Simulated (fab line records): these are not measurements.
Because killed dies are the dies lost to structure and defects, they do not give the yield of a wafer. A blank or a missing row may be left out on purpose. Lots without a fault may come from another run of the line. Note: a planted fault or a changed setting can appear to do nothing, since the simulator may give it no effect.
Which tool is to blame? + flow nand harc + 12 lots with 36 wafers sampled at 5 steps, on a route of 1302 steps

WHAT EACH GAUGE READ, for each wafer
NHARC_P_ZERO_WELL_CD_MEAS_24: target cd 720 nm.
| lot  | measured     | on        | cd nm (nm)        |
|------|--------------|-----------|-------------------|
| L620 | day 2 08:27  | cd sem-01 | 721.9 718.1 718.0 |
| L621 | day 2 18:36  | cd sem-01 | 716.4 722.7 717.5 |
| L622 | day 3 04:39  | cd sem-02 | 716.3 719.0 722.5 |
| L623 | day 3 14:20  | cd sem-01 | 719.6 714.8 718.4 |
| L624 | day 4 00:35  | cd sem-01 | 717.7 719.3 719.9 |
| L627 | day 5 06:44  | cd sem-03 | 722.0 717.9 717.3 |
| L633 | day 7 18:40  | cd sem-01 | 718.7 720.9 723.0 |
| L634 | day 8 04:35  | cd sem-03 | 720.3 722.6 721.4 |
| L637 | day 9 10:41  | cd sem-03 | 721.3 721.5 714.2 |
| L638 | day 9 20:35  | cd sem-03 | 723.3 717.7 717.2 |
| L639 | day 10 06:37 | cd sem-03 | 717.0 717.5 715.6 |
| L640 | day 10 16:27 | cd sem-01 | 720.0 715.5 719.6 |

NHARC_END_SORT_01.
| lot  | measured     | on        | killed at array | killed at other | killed at periphery | killed dies | killed open | killed short |
|------|--------------|-----------|-----------------|-----------------|---------------------|-------------|-------------|--------------|
| L621 | day 24 23:31 | prober-02 | 100 101 80      | 0 3 0           | 1 1 5               | 101 105 85  | 1 3 3       | 1 1 2        |
| L623 | day 25 15:56 | prober-02 | 88 97 80        | 0 0 0           | 589 580 597         | 677 677 677 | 4 3 5       | 3 4 2        |
| L624 | day 27 02:59 | prober-02 | 46 46 41        | 1 2 0           | 630 629 636         | 677 677 677 | 2 5 1       | 1 2 4        |
| L627 | day 27 18:48 | prober-02 | 83 103 125      | 2 1 0           | 1 2 7               | 86 106 132  | 2 3 2       | 4 2 2        |
| L633 | day 30 16:12 | prober-02 | 94 104 92       | 1 0 0           | 6 5 3               | 101 109 95  | 5 4 0       | 3 1 3        |
| L639 | day 33 04:27 | prober-01 | 44 38 50        | 3 1 1           | 2 0 2               | 49 39 53    | 5 1 2       | 1 4 1        |

EACH LOT AND THE TOOL THAT RAN IT (in order: tool; ch and the chambers of the sampled wafers; start)
| lot  | NHARC_P_ZERO_WELL_ETCH_62                     | NHARC_P_ZERO_WELL_IMPLANT_40    | NHARC_P_STI_ETCH_42                |
|------|-----------------------------------------------|---------------------------------|------------------------------------|
| L620 | rie diel-09 ch 1,3, day 2 08:27 or earlier    | implanter-01 ch 0, day 2 10:26  | rie diel-05 ch 0,3, day 3 01:37    |
| L621 | rie diel-09 ch 0,2,3, day 2 18:36 or earlier  | implanter-02 ch 0, day 2 22:02  | rie diel-05 ch 1,2,3, day 3 16:22  |
| L622 | rie diel-10 ch 0,2, day 3 04:39 or earlier    | implanter-02 ch 0, day 3 06:35  | rie diel-05 ch 0,2, day 4 00:37    |
| L623 | rie diel-10 ch 2,3, day 3 14:20 or earlier    | implanter-01, day 3 16:18       | -                                  |
| L624 | rie diel-02 ch 0,2, day 4 00:35 or earlier    | implanter-02, day 4 02:27       | -                                  |
| L627 | rie diel-10 ch 1,2,3, day 5 06:44 or earlier  | implanter-01 ch 0, day 5 08:39  | rie diel-01 ch 0,1,3, day 6 06:45  |
| L633 | rie diel-02 ch 0,1,3, day 7 18:40 or earlier  | implanter-01 ch 0, day 7 20:32  | rie diel-01 ch 1,2, day 8 16:33    |
| L634 | rie diel-09 ch 2,3, day 8 04:35 or earlier    | implanter-01 ch 0, day 8 06:51  | rie diel-01 ch 0,2,3, day 9 01:35  |
| L637 | rie diel-02 ch 0,3, day 9 10:41 or earlier    | implanter-01 ch 0, day 9 12:38  | rie diel-05 ch 0,1,3, day 10 06:56 |
| L638 | rie diel-02 ch 0,2,3, day 9 20:35 or earlier  | implanter-02 ch 0, day 9 22:26  | rie diel-12 ch 1,2,3, day 10 17:44 |
| L639 | rie diel-09 ch 0,1,3, day 10 06:37 or earlier | implanter-02 ch 0, day 10 08:29 | rie diel-05 ch 0,1,3, day 11 03:16 |
| L640 | rie diel-10 ch 0,2,3, day 10 16:27 or earlier | implanter-02 ch 0, day 10 18:19 | rie diel-05 ch 1,2,3, day 11 14:15 |
- NHARC_P_ZERO_WELL_ETCH_62: etches the open film in CHF3/Ar, target depth 13 nm, time 6.5 s.
- NHARC_P_ZERO_WELL_IMPLANT_40
- NHARC_P_STI_ETCH_42: etches the open film in N2/H2, target depth 80 nm, overetch 24 nm, time 61 s.

WHAT THE TOOLS THEMSELVES READ (means of the sampled wafers that have a number; where no wafer has one, the mark that the record gives instead)
NHARC_P_ZERO_WELL_ETCH_62.
| lot  | tool        | drypump motor current A (A) | oes product au (a.u.) | rf vpp V (V) | showerhead plenum p Torr (Torr) | throttle valve pct (%) |
|------|-------------|-----------------------------|-----------------------|--------------|---------------------------------|------------------------|
| L620 | rie diel-09 | 6.1                         | 0.951                 | 370.7        | 2.35                            | 20.228                 |
| L621 | rie diel-09 | 6.0                         | 0.970                 | 370.5        | 2.33                            | 20.215                 |
| L622 | rie diel-10 | 5.7                         | 0.961                 | 370.8        | 2.35                            | 20.211                 |
| L623 | rie diel-10 | 5.9                         | 0.963                 | 370.1        | 2.35                            | 20.222                 |
| L624 | rie diel-02 | 6.2                         | 0.919                 | 367.1        | 2.18                            | 20.212                 |
| L627 | rie diel-10 | 5.7                         | 0.941                 | 371.4        | 2.37                            | 20.218                 |
| L633 | rie diel-02 | 5.8                         | 0.958                 | 369.2        | 2.30                            | 20.220                 |
| L634 | rie diel-09 | 5.9                         | 0.961                 | 369.5        | 2.32                            | 20.212                 |
| L637 | rie diel-02 | 5.7                         | 0.935                 | 368.0        | 2.25                            | 20.207                 |
| L638 | rie diel-02 | 6.0                         | 0.963                 | 367.8        | 2.21                            | 20.215                 |
| L639 | rie diel-09 | 6.0                         | 0.976                 | 370.8        | 2.34                            | 20.214                 |
| L640 | rie diel-10 | 5.9                         | 0.959                 | 369.4        | 2.32                            | 20.208                 |

NHARC_P_ZERO_WELL_IMPLANT_40.
| lot  | tool         | beam energy keV | beam on s (s) |
|------|--------------|-----------------|---------------|
| L620 | implanter-01 | 299.95          | 10.14         |
| L621 | implanter-02 | 300.08          | 10.20         |
| L622 | implanter-02 | 299.90          | 9.99          |
| L623 | implanter-01 | -               | -             |
| L624 | implanter-02 | -               | -             |
| L627 | implanter-01 | 299.96          | 10.15         |
| L633 | implanter-01 | 300.03          | 9.89          |
| L634 | implanter-01 | 299.99          | 10.04         |
| L637 | implanter-01 | 299.97          | 9.93          |
| L638 | implanter-02 | 299.97          | 10.14         |
| L639 | implanter-02 | 300.03          | 10.00         |
| L640 | implanter-02 | 300.01          | 10.01         |

NHARC_P_STI_ETCH_42.
| lot  | tool        | drypump motor current A (A) | h2 flow sccm (sccm) | oes product au (a.u.) | rf vpp V (V) | showerhead plenum p Torr (Torr) | throttle valve pct (%) |
|------|-------------|-----------------------------|---------------------|-----------------------|--------------|---------------------------------|------------------------|
| L620 | rie diel-05 | 5.6                         | 150.5               | 1.016                 | 431.4        | 2.07                            | 14.174                 |
| L621 | rie diel-05 | 5.3                         | 149.7               | 0.996                 | 433.3        | 2.13                            | 14.173                 |
| L622 | rie diel-05 | 5.5                         | 149.9               | 0.996                 | 433.8        | 2.17                            | 14.177                 |
| L627 | rie diel-01 | 6.1                         | 150.2               | 1.005                 | 430.8        | 2.05                            | 14.181                 |
| L633 | rie diel-01 | 6.5                         | 150.3               | 1.005                 | 429.2        | 2.04                            | 14.166                 |
| L634 | rie diel-01 | 6.0                         | 149.8               | 1.012                 | 430.5        | 2.02                            | 14.171                 |
| L637 | rie diel-05 | 5.6                         | 150.3               | 1.000                 | 432.1        | 2.11                            | 14.172                 |
| L638 | rie diel-12 | 5.4                         | 150.2               | 1.014                 | 428.9        | 1.97                            | 14.167                 |
| L639 | rie diel-05 | 5.6                         | 150.3               | 1.000                 | 432.3        | 2.11                            | 14.172                 |
| L640 | rie diel-05 | 5.3                         | 150.2               | 0.987                 | 432.7        | 2.13                            | 14.171                 |

THE ANSWER, worked out from the rows above alone
Rule: the usual values come from the lots themselves. Put in order of their means at a reading, lots are off if they are a third of the lots or fewer, leave a main group of 4 or more, and stand apart from it by a gap of 3 or more times the standard deviation of the main group's means; of several such gaps the widest counts. A main group whose means are all the same, to the digits that the tables above print for the reading, isn't used. Also off: a lot with no number at a reading for which 4 or more lots have one. The other lots that the step has rows for count as sound. After the gauges, taken in route order, come the tools' own readings; for these a lot's mean is taken, as printed above. The first step at which some lot is off is used, and at that step the reading that is off furthest; a lot without a number counts as furthest.
Off: L623, L624, at NHARC_END_SORT_01 (killed at periphery). Main group: mean 2.9, sd 1.2. Neither off nor sound, because the step has no rows for them: L620, L622, L634, L637, L638, L640.
If a tool, at a process step before that reading, ran all the lots that are off and no sound lot after the first of them, it fits. Not tried: the gauges at NHARC_END_SORT_01; whatever is off there is also off at NHARC_P_ZERO_WELL_IMPLANT_40, on other tools, and gauge error can't account for it. NHARC_P_ZERO_WELL_ETCH_62: start missing for some lots; hours and lot order therefore follow NHARC_P_ZERO_WELL_CD_MEAS_24. None of those tried fits.

WHAT THE SIMULATOR HAD INSERTED
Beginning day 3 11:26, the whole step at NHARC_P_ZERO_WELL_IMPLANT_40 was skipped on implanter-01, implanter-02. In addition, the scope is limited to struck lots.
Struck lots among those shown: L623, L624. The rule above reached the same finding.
